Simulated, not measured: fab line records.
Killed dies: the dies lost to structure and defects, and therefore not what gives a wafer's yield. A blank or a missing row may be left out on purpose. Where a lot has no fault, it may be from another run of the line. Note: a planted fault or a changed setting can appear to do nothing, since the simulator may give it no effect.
Matching of chambers | flow n5 finfet | N5_GATE_CUT_SAC_CAP_01 on ald sin-04 has 4 sister chambers
The step material SiNx, target thk 24 nm, pulse time 1 s, ald cycles 480. 14 wafers are shown with their chamber, then 7 later ones without.

WAFERS WITH THEIR CHAMBER
wafer  | chamber | heater power w (W) | precursor pulse height rel
L078.3 | 2       | 772                | 0.979
L078.4 | 1       | 789                | 0.978
L078.6 | 2       | 748                | 0.980
L081.2 | 0       | 828                | 0.987
L081.4 | 3       | 905                | 0.984
L081.6 | 1       | 822                | 0.996
L082.2 | 1       | 814                | 1.033
L082.3 | 3       | 906                | 0.985
L082.6 | 2       | 779                | 1.019
L083.1 | 3       | 899                | 1.020
L083.3 | 0       | 821                | 1.037
L083.6 | 0       | 828                | 1.015
L088.1 | 0       | 828                | 1.016
L088.2 | 3       | 888                | 1.016

SIGNATURES (means of the wafers above)
reading                    | chamber 0 | chamber 1 | chamber 2 | chamber 3 | scatter within a chamber
heater power w             | 826.25    | 808.33    | 766.33    | 899.50    | 11.7
precursor pulse height rel | 1.01375   | 1.00233   | 0.99267   | 1.00125   | 0.0224
Rule: for each reading, subtract the chamber's mean from the wafer's reading, divide by that reading's scatter and square the result; add these up over the readings and take the root, which gives the wafer's distance from the chamber. The wafer belongs to the nearest chamber; if the next one is less than 2 further off, it can't be placed. How the scatter is found: for the shown wafers, subtract from each reading the mean of its chamber, square and add these, divide the total by (wafers less chambers), then take the root.

WAFERS WITH NO CHAMBER GIVEN
wafer  | heater power w (W) | precursor pulse height rel
L088.3 | 766                | 0.978
L095.3 | 828                | 1.024
L095.5 | 808                | 1.005
L095.6 | 896                | 0.984
L097.2 | 779                | 0.939
L097.4 | 786                | 0.970
L097.5 | 810                | 1.018

WHICH CHAMBER EACH ONE RAN IN
wafer  | from the rows above          | in truth
L088.3 | 2                            | 2
L095.3 | can't be placed: 0 or 1      | 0
L095.5 | can't be placed: 1 or 0      | 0
L095.6 | 3                            | 3
L097.2 | can't be placed: 2 or 1      | 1
L097.4 | can't be placed: 2 or 1 or 0 | 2
L097.5 | can't be placed: 1 or 0      | 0
Placed correctly: 2 of 7. Unplaceable from these rows: 5, with the true chamber sitting among the candidates in 5. Number placed wrongly: 0.
